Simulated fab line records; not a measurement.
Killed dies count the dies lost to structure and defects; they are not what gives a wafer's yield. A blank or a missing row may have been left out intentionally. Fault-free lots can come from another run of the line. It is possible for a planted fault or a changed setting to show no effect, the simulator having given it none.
Chamber matching || flow n5Finfet || N5_BEOL_M5_DEP_56 on pecvd-04: 3 sister chambers
The step deposits SiCN from 3MS/NH3, target thk 8 nm, time 14 s. 3 wafers are shown with their chamber, then 8 later ones without.

## WAFERS PAIRED WITH THEIR CHAMBERS
{"wafer": "L088.1", "chamber": 2, "throttleValvePct (%)": 8.4}
{"wafer": "L088.2", "chamber": 1, "throttleValvePct (%)": 9.6}
{"wafer": "L088.4", "chamber": 0, "throttleValvePct (%)": 9.0}

## WAFERS WHOSE CHAMBER IS MISSING
{"wafer": "L088.5", "throttleValvePct (%)": 9.8}
{"wafer": "L088.6", "throttleValvePct (%)": 8.6}
{"wafer": "L096.2", "throttleValvePct (%)": 8.5}
{"wafer": "L096.5", "throttleValvePct (%)": 8.2}
{"wafer": "L096.6", "throttleValvePct (%)": 10.1}
{"wafer": "L097.4", "throttleValvePct (%)": 8.5}
{"wafer": "L097.5", "throttleValvePct (%)": 8.5}
{"wafer": "L097.6", "throttleValvePct (%)": 9.9}

## THE CHAMBER EACH PASSED THROUGH
{"wafer": "L088.5", "from the rows above": 1, "in truth": 1}
{"wafer": "L088.6", "from the rows above": "can't be placed: 2 or 0", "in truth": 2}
{"wafer": "L096.2", "from the rows above": "can't be placed: 2 or 0", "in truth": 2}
{"wafer": "L096.5", "from the rows above": 2, "in truth": 2}
{"wafer": "L096.6", "from the rows above": 1, "in truth": 1}
{"wafer": "L097.4", "from the rows above": "can't be placed: 2 or 0", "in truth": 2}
{"wafer": "L097.5", "from the rows above": "can't be placed: 2 or 0", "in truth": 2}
{"wafer": "L097.6", "from the rows above": 1, "in truth": 1}
Correct placement for 4 of the 8. Unplaceable from these rows: 4, with the true chamber sitting among the candidates in 4. 0 placed wrongly.
How it was worked out, from the rows above alone: a wafer's distance from a chamber is the root of the sum, over the readings, of the square of ((its reading less the chamber's mean) divided by the reading's scatter). The wafer belongs to the nearest chamber; if the next one is less than 2 further off, it can't be placed. For every chamber, the mean is computed from those of its wafers that are shown. The scatter: root of mean squared gap, hidden wafer to nearest shown wafer, with one shown wafer a chamber.
